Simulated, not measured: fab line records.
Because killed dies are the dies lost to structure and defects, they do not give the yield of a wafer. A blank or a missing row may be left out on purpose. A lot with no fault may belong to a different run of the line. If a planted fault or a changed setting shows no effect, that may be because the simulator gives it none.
Comparing a struck lot with a sound one :: flow nand harc :: 14 out of 1302 route steps
Sound: wafers L920.1, L920.2, L920.3. Wafers struck: L929.3, L929.4, L929.5. The cause is given at the end.
Per side, at each step with rows, come the tool, then ch with its chambers, and then its first start. Under that, the readings that differ: sound wafers :: struck wafers :: difference of the means :: sigmas: that difference in standard deviations of wafers without a fault.
alike: a reading whose means differ by less than 2 such deviations, as well as words and numbers matching on both sides. not compared: withheld readings; readings where some wafer has no value; bounds like >300 that might hide an equal value; numbers whose values overlap and for which the record gives no deviation.
The two part at a step that has a row with sigmas, a row that says differs or no value, or rows on one side only. When numbers do not overlap yet have no deviation, they are printed without sigmas and do not part them. A reading missing from all wafers of one side parts the sides only when that side holds two or more wafers.

NHARC_P_GATE_CD_MEAS_59: the cd target is 720 nm.
  sound on cd sem-03 ch 0, day 5 22:31; struck on cd sem-02 ch 0, day 9 06:02
  alike: cd nm
then, 1 step without rows for these wafers: NHARC_P_GATE_HARDBAKE_60 (time 80 s).
NHARC_P_GATE_DESCUM_61: chemistry O2, time 3 s.
  sound on rie diel-12 ch 0,2,3, day 5 22:40; struck on rie diel-02 ch 1,2, day 9 06:12
  alike: drypump motor current A, oes product au, rf vpp V, showerhead plenum p Torr, throttle valve pct
  not compared: rf hours counter h
then, 1 step without rows for these wafers: NHARC_P_GATE_IMPLANT_62.
NHARC_P_GATE_STRIP_112: strips in N2/H2, time 200 s.
  sound on plasma asher-02 ch 0,1, day 5 23:02; struck on plasma asher-01 ch 0,1, day 9 06:38
  alike: drypump motor current A, heater power w
  not compared: rf hours counter h
NHARC_P_GATE_STRIP_76: strips in O2.
  sound on plasma asher-02 ch 0,1, day 5 23:18; struck on plasma asher-01 ch 0,1, day 9 06:50
  alike: drypump motor current A, heater power w
  not compared: rf hours counter h
then, 6 steps without rows for these wafers: NHARC_P_GATE_STRIP_63 (strips in SPM, time 900 s); NHARC_P_GATE_DEHYDRATE_83 (time 120 s); NHARC_P_GATE_HMDS_84 (time 30 s); NHARC_P_GATE_COAT_85; NHARC_P_GATE_SOFTBAKE_86 (time 95 s); NHARC_P_GATE_EBR_87.
NHARC_P_GATE_EXPOSE_88: exposes mask P HVN, target cd 2000 nm.
  sound on krf scanner-01 ch 0, day 6 00:04; struck on krf scanner-01 ch 0, day 9 07:35
reading: model.P_GATE.overlay x nm (nm)
sound: 3.471 3.471 3.471
struck: -132.5 -132.5 -132.5
difference: -136.0
sigmas: 
  alike: mask
then, 1 step without rows for these wafers: NHARC_P_GATE_PEB_89 (peb time 85 s).

## WHERE THEY PART
Nowhere in this record.

WHY: what had been put in by the simulator
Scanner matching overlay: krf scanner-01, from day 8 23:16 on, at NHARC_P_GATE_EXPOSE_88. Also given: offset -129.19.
